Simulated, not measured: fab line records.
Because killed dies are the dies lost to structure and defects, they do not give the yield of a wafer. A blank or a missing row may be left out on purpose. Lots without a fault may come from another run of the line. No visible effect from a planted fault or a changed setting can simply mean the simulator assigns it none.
fab line records ; flow n5-finfet
record: lots: 9; wafers: 23; last-day: 18
route steps=1938 shown BEOL_M4@1111 BEOL_M13@1693 BEOL_M14@1716 PASSIVATION@1936
lots that met no fault: from a run of the same line without faults
start-h: hours from the record's first day to the start of the lot's first wafer shown ; wait-h: hours since the lot's step before ; " unchanged from the row above ; L1.1+2: several wafers, shown together as one row ; - either no value or no given start ; * or withheld: withheld ; < > ~ a bound
route shown NAME@n: names a module that has steps shown in the file, with the first one's number in the route ; usual: mean and standard deviation over wafers with no fault ; same: alike in all rows ; chamber/n: place in a boat ; sites: per-site readings ; _std_site: their standard deviation ; _edge_site: outer sites' mean less inner sites' ; radius-mm: for every site, how far away it sits from the centre of the wafer ; mask NAME#n: copy n ; behind: the most recent tool/chamber to have shaped the wafer ; hold: the reason the lot was held/the length of the hold in hours/how it ended ; device: the transistor (n, p or np) that didn't switch ; end of line: tests of these same wafers at the route's end ; a step with no rows: only its recipe ; killed: count of dies lost to structure and defects at first sort (not the wafer's yield) ; map: a wafer's dies, marking killed ones x, the rest . and places with no die _
set.NAME: the setting that was run; set.NAME@STEP: the one run at that earlier step ; model.NAME: the simulator's own value behind a step, which no gauge read
steps of the route over a sample of lots; a table a step, a row a wafer
services: when a tool's chamber went out of use (start-h, in hours from the record's first day, below 0 if earlier), for how many hours, and the reason
== steps ==
step: N5_BEOL_M4_RC_MEAS_101
usual: DIBL_N: 35.8/1.7; DIBL_P: 35.9/1.9; IOFF_N: 0.151/0.028; IOFF_P: 0.21/0.037; ION_N: 673/12; ION_P: 463/8.3; SS_N: 71.4/0.59; SS_P: 73.2/0.63; VT_N: 250/3.2; VT_P: -250/3.7
lot.wafer;tool;chamber;start-h;wait-h;DIBL_N[mV/V];DIBL_P[mV/V];IOFF_N[nA/um];IOFF_P[nA/um];ION_N[uA/um];ION_P[uA/um];SS_N[mV/dec];SS_P[mV/dec];VT_N[mV];VT_P[mV]
L830.1;prober-02;0;161.17;0.0;36.1;36.0;0.141;0.21;667;462;71.5;73.7;249;-247
L830.5;prober-02;0;161.17;0.0;35.2;35.2;0.130;0.21;660;457;71.2;73.0;254;-250
L833.3;prober-02;0;178.17;0.3;37.9;38.0;0.172;0.23;671;453;71.3;73.8;248;-250
L833.4;prober-02;0;178.17;0.3;37.0;37.3;0.167;0.21;687;468;71.3;73.4;249;-255
L833.6;prober-02;0;178.17;0.3;38.2;38.8;0.183;0.24;678;468;71.9;73.4;249;-247
L837.3;prober-02;0;211.77;0.3;36.9;37.5;0.174;0.19;687;463;70.3;73.3;246;-253
L837.5;prober-02;0;211.77;0.3;34.2;34.6;0.129;0.16;671;457;70.6;72.7;250;-255
L841.1;prober-01;0;232.74;0.0;35.7;36.6;0.149;0.18;683;462;70.8;72.9;251;-254
L841.3;prober-01;0;232.74;0.0;34.9;36.0;0.136;0.17;656;449;70.9;73.7;249;-254
L842.1;prober-02;0;238.15;0.0;34.3;32.7;0.113;0.14;661;453;70.9;72.5;255;-256
L842.3;prober-02;0;238.15;0.0;34.8;34.5;0.128;0.17;663;459;70.2;72.5;249;-256
L843.1;prober-02;0;245.16;0.0;35.7;34.5;0.134;0.17;670;458;71.7;72.8;253;-254
L843.3;prober-02;0;245.16;0.0;38.3;37.7;0.176;0.21;673;455;71.8;73.4;247;-252
L843.5;prober-02;0;245.16;0.0;35.8;34.8;0.132;0.17;670;463;71.7;72.5;251;-255
L847.1;prober-02;0;263.70;0.0;35.3;36.1;0.131;0.18;668;458;71.2;72.4;254;-252
L847.3;prober-02;0;263.70;0.0;35.5;36.0;0.128;0.18;655;453;71.2;73.1;254;-253
L847.5;prober-02;0;263.70;0.0;34.6;34.9;0.117;0.18;656;451;70.8;72.8;256;-255
L851.1;prober-01;0;316.96;0.0;39.4;41.1;0.240;0.30;672;459;72.8;74.9;245;-246
L851.5;prober-01;0;316.96;0.0;37.1;38.3;0.195;0.24;690;467;71.8;73.8;245;-248
L851.6;prober-01;0;316.96;0.0;38.6;40.0;0.217;0.27;692;474;72.3;74.6;245;-246
L852.3;prober-01;0;321.09;0.3;36.0;35.6;0.137;0.20;661;453;71.3;73.2;254;-247
L852.4;prober-01;0;321.09;0.3;36.2;35.5;0.147;0.20;674;461;71.9;73.1;254;-252
L852.5;prober-01;0;321.09;0.3;36.1;35.7;0.145;0.20;667;458;72.2;73.1;254;-248
step: N5_BEOL_M13_ETCH_67
recipe: chemistry: CF4; target: SiARC; target-depth-a: 1430; time-s: 238.3; ion-energy-ev: 80; pressure-mtorr: 40; source-w: 545; bias-w: 36; Ar_flow_sccm: 100; cf4-flow-sccm: 100; ends: cleared
usual: drypump-motor-current-A: 5.9/0.32; etch-rf-on-time-s: 238/4.7; oes-product-au: 0.66/0.054; rf-vpp-V: 184.5/1.1; showerhead-plenum-p-Torr: 2.18/0.061; throttle-valve-pct: 15.64/0.27
lot.wafer;tool;chamber;start-h;wait-h;drypump-motor-current-A;etch-rf-on-time-s;oes-product-au;rf-hours-counter-h;rf-vpp-V;showerhead-plenum-p-Torr;throttle-valve-pct
L830.1;rie-diel-05;0;237.90;0.0;6.1;233;0.64;183;185.7;2.22;15.54
L830.5;rie-diel-05;3;237.90;0.0;6.1;236;0.70;-;184.9;2.24;15.53
L833.3;rie-diel-05;0;247.45;0.0;6.1;235;0.63;186;185.1;2.21;15.55
L833.4;rie-diel-05;3;247.45;0.0;6.1;235;0.70;86;186.0;2.24;15.56
L833.6;rie-diel-05;1;247.45;0.0;5.7;236;0.73;-;184.1;2.17;15.51
L837.3;rie-diel-05;1;283.43;0.0;5.7;238;0.72;79;183.7;2.17;15.55
L837.5;rie-diel-05;2;283.43;0.0;6.3;239;0.64;-;183.1;2.22;16.03
L841.1;rie-diel-03;2;302.17;0.0;5.4;234;0.65;143;183.6;2.14;15.68
L841.3;rie-diel-03;3;302.17;0.0;5.8;243;0.73;56;184.6;2.17;15.60
L842.1;rie-diel-03;2;316.60;0.0;5.4;233;0.64;147;184.3;2.14;15.68
L842.3;rie-diel-03;0;316.60;0.0;5.2;228;0.74;52;184.5;2.17;15.40
L843.1;rie-diel-05;3;323.45;0.0;6.1;236;0.67;108;184.4;2.23;15.60
L843.3;rie-diel-05;2;323.45;0.0;6.3;241;0.62;191;183.3;2.21;16.05
L843.5;rie-diel-05;3;323.45;0.0;6.1;236;0.68;-;183.7;2.23;15.59
L847.1;rie-diel-04;2;334.25;0.0;6.1;250;0.62;198;184.0;2.20;15.34
L847.3;rie-diel-04;3;334.25;0.0;5.5;245;0.60;198;181.7;1.96;15.59
L847.5;rie-diel-04;3;334.25;0.0;5.5;246;0.60;-;182.1;1.96;15.60
L852.3;rie-diel-04;3;387.04;0.0;5.5;246;0.58;213;181.4;1.96;15.63
L852.4;rie-diel-04;2;387.04;0.0;6.1;248;0.61;214;184.1;2.20;15.36
L852.5;rie-diel-04;3;387.04;0.0;5.6;245;0.59;-;181.1;1.96;15.64
L851.1;rie-diel-05;2;388.49;0.0;6.3;242;0.60;212;185.3;2.21;16.10
L851.5;rie-diel-05;1;388.49;0.0;5.8;236;0.69;-;183.8;2.16;15.59
L851.6;rie-diel-05;2;388.49;0.0;6.4;241;0.61;-;184.4;2.21;16.09
step: N5_BEOL_M13_STRIP_37
recipe: chemistry: N2/H2; power-w: 1000; temp-c: 250; h2-frac: 0.65; overash-fraction: 0.3; pressure-mtorr: withheld; n2-flow-sccm: 1750; h2-flow-sccm: 3250
usual: drypump-motor-current-A: 6.0/0.34; heater-power-w: 324/19; oes-product-au: 0.784/0.011; temp-c: 250.00/0.18
same: overash-fraction: 0.3
lot.wafer;tool;chamber;start-h;wait-h;drypump-motor-current-A;heater-power-w;oes-product-au;rf-hours-counter-h;temp-c
L830.1;plasma-asher-02;0;238.48;0.0;6.4;349;0.804;123;250.34
L830.5;plasma-asher-02;0;238.48;0.0;6.4;346;0.782;-;249.97
L833.3;plasma-asher-01;1;248.05;0.1;6.3;332;0.781;-;249.89
L833.4;plasma-asher-01;0;248.05;0.1;5.8;325;0.789;-;249.96
L833.6;plasma-asher-01;1;248.05;0.1;6.3;324;0.795;-;249.91
L837.3;plasma-asher-02;0;284.04;0.1;6.4;338;0.777;-;250.37
L837.5;plasma-asher-02;1;284.04;0.1;5.6;292;0.774;-;249.89
L841.1;plasma-asher-02;1;302.75;0.0;5.6;296;0.774;138;249.98
L841.3;plasma-asher-02;1;302.75;0.0;5.6;295;0.786;-;249.83
L842.1;plasma-asher-01;1;317.18;0.0;6.3;329;0.770;75;250.13
L842.3;plasma-asher-01;1;317.18;0.0;6.2;327;0.772;-;250.29
L843.1;plasma-asher-01;0;324.23;0.2;5.8;320;0.793;77;250.07
L843.3;plasma-asher-01;0;324.23;0.2;5.9;330;0.766;-;249.91
L843.5;plasma-asher-01;0;324.23;0.2;5.9;327;0.805;-;250.17
L847.1;plasma-asher-02;1;334.83;0.0;5.6;299;0.787;146;249.77
L847.3;plasma-asher-02;0;334.83;0.0;6.4;363;0.791;-;250.00
L847.5;plasma-asher-02;1;334.83;0.0;5.6;293;0.791;-;249.90
L852.3;plasma-asher-01;1;387.64;0.1;6.3;326;0.788;-;250.25
L852.4;plasma-asher-01;0;387.64;0.1;5.8;336;0.800;-;249.69
L852.5;plasma-asher-01;0;387.64;0.1;5.8;325;0.784;-;249.85
L851.1;plasma-asher-02;0;389.07;0.0;6.5;347;0.785;155;249.87
L851.5;plasma-asher-02;0;389.07;0.0;6.5;347;0.782;-;249.94
L851.6;plasma-asher-02;1;389.07;0.0;5.6;302;0.802;-;250.02
step: N5_BEOL_M14_ILD_DEP_00
recipe: material: SiO2; target-thk-a: 11193; temp-c: 400; precursor: TEOS/O2; pressure-torr: 6.5; rf-w: 900; teos-flow-sccm: 161.4; gas: O2; flow-sccm: 2650; time-s: 237.4
usual: heater-power-w: 572/98; run-length-s: 280.2/0.53; showerhead-plenum-p-Torr: 8.33/0.031; susceptor-temp-C: 400.01/0.21; throttle-valve-pct: 18.6/0.88
lot.wafer;tool;chamber;start-h;wait-h;heater-power-w;run-length-s;showerhead-plenum-p-Torr;susceptor-temp-C;throttle-valve-pct
L830.1;pecvd-04;0;245.66;0.0;575;280.0;8.35;399.90;17.4
L830.5;pecvd-04;1;245.66;0.0;590;279.5;8.31;400.11;18.1
L833.3;pecvd-04;0;250.95;0.0;605;279.7;8.35;400.13;17.6
L833.4;pecvd-04;2;250.95;0.0;670;280.8;8.33;399.78;19.3
L833.6;pecvd-04;0;250.95;0.0;662;279.6;8.34;399.84;17.7
L837.3;pecvd-04;1;286.47;0.2;618;279.8;8.30;399.80;18.2
L837.5;pecvd-04;0;286.47;0.2;587;280.0;8.34;400.08;17.6
L841.1;pecvd-04;2;311.30;0.0;660;280.2;8.35;399.99;19.5
L841.3;pecvd-04;1;311.30;0.0;635;122.0;8.28;-;18.0
L842.1;pecvd-04;1;318.83;0.0;590;279.5;8.28;400.41;18.1
L842.3;pecvd-04;2;318.83;0.0;622;122.4;8.36;-;19.7
L843.1;pecvd-04;1;328.05;0.0;566;279.7;8.30;399.68;18.4
L843.3;pecvd-04;2;328.05;0.0;554;122.6;8.38;-;19.7
L843.5;pecvd-04;1;328.05;0.0;603;279.5;8.31;399.86;18.1
L847.1;pecvd-02;0;338.74;0.0;405;279.8;8.29;399.71;19.2
L847.3;pecvd-02;2;338.74;0.0;705;280.5;8.34;399.58;18.3
L847.5;pecvd-02;2;338.74;0.0;775;281.0;8.34;400.08;18.4
L852.3;pecvd-02;0;393.04;0.0;403;280.9;8.30;399.85;19.1
L852.4;pecvd-02;1;393.04;0.0;649;280.8;8.38;399.63;19.3
L852.5;pecvd-02;0;393.04;0.0;447;279.8;8.30;400.13;19.3
L851.1;pecvd-02;0;393.71;0.0;428;280.1;8.33;399.52;19.3
L851.5;pecvd-02;2;393.71;0.0;623;281.4;8.35;400.55;18.3
L851.6;pecvd-02;1;393.71;0.0;621;281.0;8.38;399.74;19.2
step: N5_BEOL_M14_THK_MEAS_01
recipe: reads: SiO2_of_BEOL_M14_ILD_DEP_00
usual: M14_ILD_THK: 1105/17
lot.wafer;tool;chamber;start-h;wait-h;M14_ILD_THK[nm]
L830.1;film-metro-01;-;245.85;0.1;1107
L830.5;film-metro-01;-;245.85;0.1;1130
L833.3;film-metro-01;-;251.14;0.1;1086
L833.4;film-metro-01;-;251.14;0.1;1083
L833.6;film-metro-01;-;251.14;0.1;1107
L837.3;film-metro-01;-;286.67;0.1;1110
L837.5;film-metro-01;-;286.67;0.1;1114
L841.1;film-metro-02;-;311.49;0.1;1086
L841.3;film-metro-02;-;311.49;0.1;365
L842.1;film-metro-01;-;319.02;0.1;1095
L842.3;film-metro-01;-;319.02;0.1;344
L843.1;film-metro-02;-;328.24;0.1;1084
L843.3;film-metro-02;-;328.24;0.1;339
L843.5;film-metro-02;-;328.24;0.1;1115
L847.1;film-metro-02;-;338.93;0.1;1111
L847.3;film-metro-02;-;338.93;0.1;1129
L847.5;film-metro-02;-;338.93;0.1;1143
L852.3;film-metro-02;-;393.23;0.1;1099
L852.4;film-metro-02;-;393.23;0.1;1101
L852.5;film-metro-02;-;393.23;0.1;1113
L851.1;film-metro-01;-;394.00;0.2;1101
L851.5;film-metro-01;-;394.00;0.2;1133
L851.6;film-metro-01;-;394.00;0.2;1094
step: N5_BEOL_M14_CD_MEAS_10
recipe: target-cd-nm: 250; landing-energy-ev: 500; detector: se-inlens; polarity: opening
usual: cd-nm: 249.3/1.6
lot.wafer;tool;chamber;start-h;wait-h;cd-nm
L830.1;cd-sem-02;0;246.15;-;252.3
L830.5;cd-sem-02;0;246.15;-;250.7
L833.3;cd-sem-03;0;251.57;-;248.3
L833.4;cd-sem-03;0;251.57;-;250.1
L833.6;cd-sem-03;0;251.57;-;250.4
L837.3;cd-sem-02;0;287.10;-;251.0
L837.5;cd-sem-02;0;287.10;-;248.9
L841.1;cd-sem-01;0;311.92;-;249.9
L841.3;cd-sem-01;0;311.92;-;250.1
L842.1;cd-sem-01;0;319.45;-;246.1
L842.3;cd-sem-01;0;319.45;-;248.4
L843.1;cd-sem-03;0;328.57;-;248.0
L843.3;cd-sem-03;0;328.57;-;248.2
L843.5;cd-sem-03;0;328.57;-;250.3
L847.1;cd-sem-02;0;339.24;-;249.5
L847.3;cd-sem-02;0;339.24;-;249.4
L847.5;cd-sem-02;0;339.24;-;246.9
L852.3;cd-sem-02;0;393.67;-;248.1
L852.4;cd-sem-02;0;393.67;-;247.9
L852.5;cd-sem-02;0;393.67;-;250.0
L851.1;cd-sem-03;0;394.30;-;249.0
L851.5;cd-sem-03;0;394.30;-;249.1
L851.6;cd-sem-03;0;394.30;-;248.5
step: N5_BEOL_M14_CD_MEAS_17
recipe: target-cd-nm: 250; polarity: opening
usual: cd-nm: 250.2/1.9
lot.wafer;tool;chamber;start-h;wait-h;cd-nm
L830.1;cd-sem-02;-;246.68;0.0;253.0
L830.5;cd-sem-02;-;246.68;0.0;251.3
L833.3;cd-sem-03;-;252.09;0.0;248.6
L833.4;cd-sem-03;-;252.09;0.0;250.0
L833.6;cd-sem-03;-;252.09;0.0;251.2
L837.3;cd-sem-02;-;287.62;0.0;251.0
L837.5;cd-sem-02;-;287.62;0.0;247.0
L841.1;cd-sem-03;-;312.45;0.0;249.9
L841.3;cd-sem-03;-;312.45;0.0;245.0
L842.1;cd-sem-03;-;320.13;0.0;245.8
L842.3;cd-sem-03;-;320.13;0.0;242.2
L843.1;cd-sem-01;-;329.09;0.0;249.3
L843.3;cd-sem-01;-;329.09;0.0;242.9
L843.5;cd-sem-01;-;329.09;0.0;249.5
L847.1;cd-sem-01;-;339.76;0.0;250.7
L847.3;cd-sem-01;-;339.76;0.0;248.6
L847.5;cd-sem-01;-;339.76;0.0;247.7
L852.3;cd-sem-02;-;394.19;0.0;248.8
L852.4;cd-sem-02;-;394.19;0.0;249.2
L852.5;cd-sem-02;-;394.19;0.0;252.9
L851.1;cd-sem-03;-;395.25;0.0;250.0
L851.5;cd-sem-03;-;395.25;0.0;251.1
L851.6;cd-sem-03;-;395.25;0.0;249.1
step: N5_PASSIVATION_PROBE_49
usual: defect-limited-yield: 91.4/1.5; killed_at_M0_to_M3: 33/9.8; killed_at_M4_up: 14/5.5; killed-at-contacts: 12/6.5; killed-at-front-end: 38/11; killed-at-other: 3/3.1; killed-dies: 101/17; killed-on-rim: 14/4.4; killed-open: 66/13; killed-short: 32/7.5; sort_bin_5_function: 5.0/1; sort_bin_6_memory: 3.2/0.69; sort-n-pass: 1079/17; sort-yield-pct: 91.4/1.5
same: gross-dies: 1180; killed-at-back-side: 0; sort_bin_4_leakage[%]: 0; sort_bin_8_speed[%]: 0
lot.wafer;tool;chamber;start-h;wait-h;defect-limited-yield[%];killed_at_M0_to_M3;killed_at_M4_up;killed-at-contacts;killed-at-front-end;killed-at-other;killed-dies;killed-on-rim;killed-open;killed-short;sort_bin_5_function[%];sort_bin_6_memory[%];sort-n-pass;sort-yield-pct[%]
L837.3;prober-02;-;315.16;0.1;89.9;36;12;18;47;6;119;9;82;33;6.6;3.0;1061;89.9
L837.5;prober-02;-;315.26;0.2;88.7;47;9;9;55;13;133;22;91;42;6.5;4.0;1047;88.7
L841.1;prober-01;-;338.82;0.0;92.1;21;16;5;50;1;93;14;63;28;5.3;2.5;1087;92.1
L841.3;prober-01;-;338.92;0.1;0;30;1092;19;38;1;1180;152;72;34;5.1;3.8;0;0
L842.1;prober-01;-;347.44;0.0;92.3;17;7;15;51;1;91;10;66;23;4.4;3.0;1089;92.3
L842.3;prober-01;-;347.54;0.1;0;32;1097;9;40;2;1180;152;60;37;4.2;3.8;0;0
L843.1;prober-01;-;355.25;0.0;93.6;24;16;13;22;1;76;6;55;19;4.1;2.2;1104;93.6
L843.3;prober-01;-;355.35;0.1;0;34;1112;5;27;2;1180;152;44;28;3.6;2.5;0;0
L843.5;prober-01;-;355.45;0.2;93.9;16;21;7;28;0;72;8;52;19;3.3;2.6;1108;93.9
L847.1;prober-01;-;367.30;0.0;90.8;42;21;6;34;5;108;15;69;31;5.4;2.9;1072;90.8
L847.3;prober-01;-;367.40;0.1;89.8;53;12;4;48;3;120;16;84;36;5.4;4.4;1060;89.8
L847.5;prober-01;-;367.50;0.2;90.7;37;8;6;57;2;110;13;71;39;5.3;3.6;1070;90.7
L851.1;prober-01;-;421.86;0.0;89.3;39;21;28;34;4;126;11;76;45;6.5;3.8;1054;89.3
L851.5;prober-01;-;422.06;0.2;90.9;22;23;27;29;6;107;13;70;32;5.8;3.0;1073;90.9
L851.6;prober-01;-;422.11;0.3;93.1;30;9;13;30;0;82;12;54;28;4.4;2.5;1098;93.1
killed by level:class
L837.3 FIN_SAQP:geometric-particle:open=16 MOL_CONTACT_COAG:geometric-particle:open=15 BEOL_M0_SAQP:geometric-particle:short=10 BEOL_M2:geometric-particle:open=9 BEOL_M7:geometric-particle:open=7 STI_FIN_REVEAL:geometric-particle:open=6 DUMMY_GATE:geometric-particle:open=5 BEOL_M0_SAQP:geometric-particle:open=5
L837.5 FIN_SAQP:geometric-particle:open=23 BEOL_M0_SAQP:geometric-particle:open=16 FIN_SAQP:geometric-particle:short=10 PASS1_DEP:geometric-particle:open=9 BEOL_M0_SAQP:geometric-particle:short=9 STI_FIN_REVEAL:geometric-particle:open=8 BEOL_M2:geometric-particle:open=7 MOL_CONTACT_COAG:geometric-particle:open=7
L841.1 STI_FIN_REVEAL:geometric-particle:open=14 FIN_SAQP:geometric-particle:short=10 BEOL_M4:geometric-particle:open=9 FIN_SAQP:geometric-particle:open=8 BEOL_M1:geometric-particle:open=7 BEOL_M1:geometric-particle:short=6 ILD0:geometric-particle:short=5 MOL_CONTACT_COAG:geometric-particle:open=5
L841.3 BEOL_M14:area-dep=1074 MOL_CONTACT_COAG:geometric-particle:open=17 STI_FIN_REVEAL:geometric-particle:open=12 BEOL_M4:geometric-particle:open=10 BEOL_M0_SAQP:geometric-particle:short=7 BEOL_M1:geometric-particle:open=7 ILD0:geometric-particle:short=6 BEOL_M2:geometric-particle:open=6
L842.1 STI_FIN_REVEAL:geometric-particle:open=22 MOL_CONTACT_COAG:geometric-particle:open=11 FIN_SAQP:geometric-particle:open=5 FIN_SAQP:geometric-particle:short=4 MOL_CONTACT_COAG:geometric-particle:short=4 BEOL_M3:geometric-particle:open=4 FIN_CUT:geometric-particle:open=3 BEOL_M0_SAQP:geometric-particle:open=3
L842.3 BEOL_M14:area-dep=1083 STI_FIN_REVEAL:geometric-particle:open=16 BEOL_M0_SAQP:geometric-particle:short=9 BEOL_M4:geometric-particle:open=8 BEOL_M2:geometric-particle:open=8 FIN_SAQP:geometric-particle:open=6 MOL_CONTACT_COAG:geometric-particle:open=5 STI_FIN_REVEAL:geometric-particle:short=4
L843.1 MOL_CONTACT_COAG:geometric-particle:open=10 BEOL_M4:geometric-particle:open=10 BEOL_M0_SAQP:geometric-particle:open=8 DUMMY_GATE:geometric-particle:open=5 STI_FIN_REVEAL:geometric-particle:open=4 BEOL_M0_SAQP:geometric-particle:short=4 BEOL_M1:geometric-particle:open=4 FIN_SAQP:geometric-particle:open=3
L843.3 BEOL_M14:area-dep=1106 BEOL_M0_SAQP:geometric-particle:short=13 BEOL_M0_SAQP:geometric-particle:open=8 FIN_SAQP:geometric-particle:open=6 FIN_SAQP:geometric-particle:short=5 STI_FIN_REVEAL:geometric-particle:open=5 MOL_CONTACT_COAG:geometric-particle:open=5 BEOL_M0:geometric-particle:open=4
L843.5 BEOL_M4:geometric-particle:open=9 FIN_SAQP:geometric-particle:short=6 STI_FIN_REVEAL:geometric-particle:open=6 MOL_CONTACT_COAG:geometric-particle:open=5 DUMMY_GATE:geometric-particle:open=4 BEOL_M1:geometric-particle:open=4 BEOL_M3:geometric-particle:open=4 BEOL_M5:geometric-particle:open=3
L847.1 BEOL_M3:geometric-particle:open=20 HKMG_FIN:area-etch=8 BEOL_M5:geometric-particle:open=7 STI_FIN_REVEAL:geometric-particle:open=6 BEOL_M1:geometric-particle:open=6 MOL_CONTACT_COAG:geometric-particle:open=5 BEOL_M7:geometric-particle:open=4 BEOL_M3:geometric-particle:short=4
L847.3 STI_FIN_REVEAL:geometric-particle:open=20 BEOL_M2:geometric-particle:open=15 BEOL_M3:geometric-particle:open=15 STARTING-WAFER:geometric-particle:short=7 BEOL_M0_SAQP:geometric-particle:open=7 BEOL_M5:geometric-particle:open=7 DUMMY_GATE:geometric-particle:open=5 BEOL_M0_SAQP:geometric-particle:short=5
L847.5 STI_FIN_REVEAL:geometric-particle:open=18 BEOL_M3:geometric-particle:open=12 BEOL_M0_SAQP:geometric-particle:short=8 FIN_SAQP:geometric-particle:open=7 FIN_SAQP:geometric-particle:short=6 BEOL_M0_SAQP:geometric-particle:open=6 STARTING-WAFER:geometric-particle:open=6 STARTING-WAFER:geometric-particle:short=5
L851.1 MOL_CONTACT_COAG:geometric-particle:open=19 BEOL_M0_SAQP:geometric-particle:short=12 MOL_CONTACT_COAG:geometric-particle:short=9 BEOL_M4:geometric-particle:open=8 STI_FIN_REVEAL:geometric-particle:open=7 FIN_SAQP:geometric-particle:short=6 FIN_SAQP:geometric-particle:open=6 BEOL_M2:geometric-particle:open=6
L851.5 MOL_CONTACT_COAG:geometric-particle:open=22 FIN_SAQP:geometric-particle:open=6 BEOL_M4:geometric-particle:open=6 GATE_CUT:geometric-particle:short=5 MOL_CONTACT_COAG:geometric-particle:short=5 BEOL_M0_SAQP:geometric-particle:short=5 BEOL_M5:geometric-particle:open=4 BEOL_M2:geometric-particle:open=4
L851.6 MOL_CONTACT_COAG:geometric-particle:open=11 BEOL_M0_SAQP:geometric-particle:short=11 FIN_SAQP:geometric-particle:open=10 BEOL_M0_SAQP:geometric-particle:open=7 FIN_SAQP:geometric-particle:short=4 BEOL_M4:geometric-particle:open=4 BEOL_M1:geometric-particle:open=4 STI_FIN_REVEAL:geometric-particle:open=3
== services ==
tool;chamber;start-h;hours;kind
pecvd-04;2;215.71;5.5;scheduled-down
pecvd-04;1;221.17;5.0;scheduled-down
rie-diel-04;2;272.67;4.3;repair
pecvd-02;-;276.64;14.9;repair
pecvd-04;2;279.79;13.5;repair
rie-diel-05;0;282.06;8.2;repair
pecvd-04;1;288.34;5.5;scheduled-down
plasma-asher-01;-;292.70;15.5;repair
rie-diel-05;1;297.76;7.1;repair
plasma-asher-02;-;311.85;0.3;repair
rie-diel-03;3;329.38;6.4;repair
plasma-asher-01;-;355.39;0.5;repair
pecvd-02;-;360.01;6.0;pm
pecvd-02;-;367.54;1.0;repair
rie-diel-03;1;371.32;-;clean
rie-diel-03;1;371.32;-;consumable-replace:focus-ring
rie-diel-03;1;371.32;15.7;scheduled-down
rie-diel-05;0;372.70;7.5;repair
pecvd-02;1;381.06;10.9;repair
rie-diel-05;3;381.21;9.7;repair
pecvd-04;1;383.62;-;clean
pecvd-04;1;383.62;-;consumable-replace:showerhead
pecvd-04;1;383.62;29.0;scheduled-down
pecvd-04;1;383.62;29.0;vent-cycle
== key ==
first-sign: step: N5_BEOL_M14_ILD_DEP_00; reading: run-length-s; direction: down; sigmas: 99+; usual: *; struck: *
effect: step: N5_BEOL_M14_THK_MEAS_01; reading: M14_ILD_THK; direction: down; sigmas: 44; usual: 1105; struck: 350
effect: step: N5_BEOL_M14_CD_MEAS_17; reading: cd-nm; direction: down; sigmas: 3.5; usual: 250.2; struck: 243.4
effect: step: N5_PASSIVATION_PROBE_49; reading: killed_at_M4_up; direction: up; sigmas: 99+; usual: 14; struck: 1100
more-kills-born-at: N5_BEOL_M14_ILD_DEP_00@pecvd-04: 3263
met-at N5_BEOL_M14_ILD_DEP_00
struck-lots L841,L842,L843
struck-wafers L841.3,L842.3,L843.3
later-rows-left-out L841.3,L842.3,L843.3
not-acting-at N5_BEOL_M13_ETCH_67,N5_BEOL_M13_STRIP_37,N5_BEOL_M14_CD_MEAS_10
onset-between 286.47 311.30
fault: kind: process-parameter-drift; tool: pecvd-04; chamber: -; onset-h: 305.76; steps: N5_BEOL_M14_ILD_DEP_00; channel: time-s; offset: *; shape: step; end-h: 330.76; scope: struck-wafers-only; acts-in: *; stated: *
later-rows-left-out: the simulator's readings of these wafers behind a module that went badly wrong aren't trusted and aren't shown, but for the sort
